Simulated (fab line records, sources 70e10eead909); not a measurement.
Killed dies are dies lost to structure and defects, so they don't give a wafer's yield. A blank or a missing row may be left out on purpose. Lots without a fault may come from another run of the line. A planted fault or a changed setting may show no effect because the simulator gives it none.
A struck lot beside a sound one | flow nand_harc | 14 steps out of a route of 1159
Sound: wafers L693.1, L693.5, L693.6. Struck: wafers L690.2, L690.4, L690.5. The cause comes at the end.
At each step with rows: each side's tool, then ch and its chambers, then its first start. Under that, the readings that differ: sound wafers | struck wafers | difference of the means | sigmas: that difference in standard deviations of wafers without a fault.
alike: readings whose means differ by less than 2 such deviations, and words and numbers that are the same on both sides. not compared: withheld readings, readings that some wafer has no value for, bounds like >300 that may hide the same value, and numbers for which the record gives no deviation and whose values overlap.
The two part at a step that has a row with sigmas, a row that says differs or no value, or rows on one side only. Numbers that don't overlap but have no deviation are shown without sigmas and don't part them. A reading that every wafer of one side lacks parts them only if that side has two wafers or more.

first, 1 step without rows for these wafers: NHARC_A_ONON_D1_DEP_03 (target thk 1000 nm).
NHARC_A_ONON_D1_THK_MEAS_05: measures by ellipsometry.
  sound on film_metro-02, day 12 03:28; struck on film_metro-01, day 11 13:25
  alike: thk_nm
then, 1 step without rows for these wafers: NHARC_A_ONON_D1_DEP_06 (target thk 1000 nm).
NHARC_A_ONON_D1_THK_MEAS_08: measures by ellipsometry.
  sound on film_metro-02, day 12 04:02; struck on film_metro-02, day 11 13:59
  alike: thk_nm
then, 1 step without rows for these wafers: NHARC_A_ONON_D1_DEP_09 (target thk 1000 nm).
NHARC_A_ONON_D1_THK_MEAS_11: measures by ellipsometry.
  sound on film_metro-02, day 12 04:37; struck on film_metro-01, day 11 14:33
  alike: thk_nm
then, 1 step without rows for these wafers: NHARC_A_ONON_D1_DEP_12 (target thk 1000 nm).
NHARC_A_ONON_D1_THK_MEAS_14: measures by ellipsometry.
  sound on film_metro-02, day 12 05:10; struck on film_metro-01, day 11 15:07
  alike: thk_nm
then, 2 steps without rows for these wafers: NHARC_A_ONON_D1_ANNEAL_15 (time 3600 s); NHARC_A_ONON_D1_DEP_16 (target thk 1000 nm).
NHARC_A_ONON_D1_THK_MEAS_18: measures by ellipsometry.
  sound on film_metro-01, day 12 13:50; struck on film_metro-02, day 11 22:11
  alike: thk_nm
NHARC_A_ONON_D1_DEP_19: target thk 1000 nm.
  sound on pecvd_onon-04 ch 0, day 12 13:53; struck on pecvd_onon-02 ch 0, day 11 22:19
  alike: susceptor_temp_C
NHARC_A_ONON_D1_THK_MEAS_21: measures by ellipsometry.
  sound on film_metro-02, day 12 14:24; struck on film_metro-01, day 11 22:46
  reading     | sound          | struck      | difference | sigmas
  thk_nm (nm) | 1020 1020 1021 | 968 971 968 | -51        | -6
then, 1 step without rows for these wafers: NHARC_A_ONON_D1_DEP_22 (target thk 1000 nm).

WHERE THEY PART
Only at NHARC_A_ONON_D1_THK_MEAS_21, within this record.

WHY: what the simulator had put in
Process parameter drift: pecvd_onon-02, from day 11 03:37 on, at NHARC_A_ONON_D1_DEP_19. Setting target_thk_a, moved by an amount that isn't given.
